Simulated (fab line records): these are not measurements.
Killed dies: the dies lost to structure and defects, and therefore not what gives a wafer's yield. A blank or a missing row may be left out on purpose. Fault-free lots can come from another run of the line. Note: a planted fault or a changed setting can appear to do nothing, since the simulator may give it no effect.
Matching of chambers | flow nand-harc | NHARC_A_STAIRCASE_TRIM_229 on rie-diel-07 has 4 sister chambers
The step chemistry O2, time 211.2 s. 4 wafers are shown with their chamber, then 10 later ones without.

WAFERS PAIRED WITH THEIR CHAMBERS
wafer  | chamber | drypump-motor-current-A (A)
L087.4 | 3       | 6.1
L087.6 | 0       | 5.1
L091.3 | 1       | 6.3
L091.4 | 2       | 5.7

WAFERS WITH NO CHAMBER GIVEN
wafer  | drypump-motor-current-A (A)
L091.5 | 6.3
L093.2 | 5.8
L093.3 | 6.0
L093.4 | 5.1
L093.1 | 6.3
L093.5 | 6.0
L093.6 | 5.1
L094.1 | 6.3
L094.3 | 5.1
L094.6 | 6.3

EACH ONE'S CHAMBER
wafer  | from the rows above | in truth
L091.5 | 1                   | 1
L093.2 | 2                   | 2
L093.3 | 3                   | 3
L093.4 | 0                   | 0
L093.1 | 1                   | 1
L093.5 | 3                   | 3
L093.6 | 0                   | 0
L094.1 | 1                   | 1
L094.3 | 0                   | 0
L094.6 | 1                   | 1
Correctly placed: 10 of 10. Left unplaced by these rows: 0. 0 placed wrongly.
How it was worked out, from the rows above alone: a wafer's distance from a chamber is the root of the sum, over the readings, of the square of ((its reading less the chamber's mean) divided by the reading's scatter). If the next closest chamber is less than 2 further off than the closest, the wafer can't be placed; otherwise it belongs to the closest. The mean given for a chamber averages the wafers shown for that chamber. The scatter (one wafer shown for each chamber): square how far every hidden wafer sits from the nearest shown wafer, average those squares and take the square root.
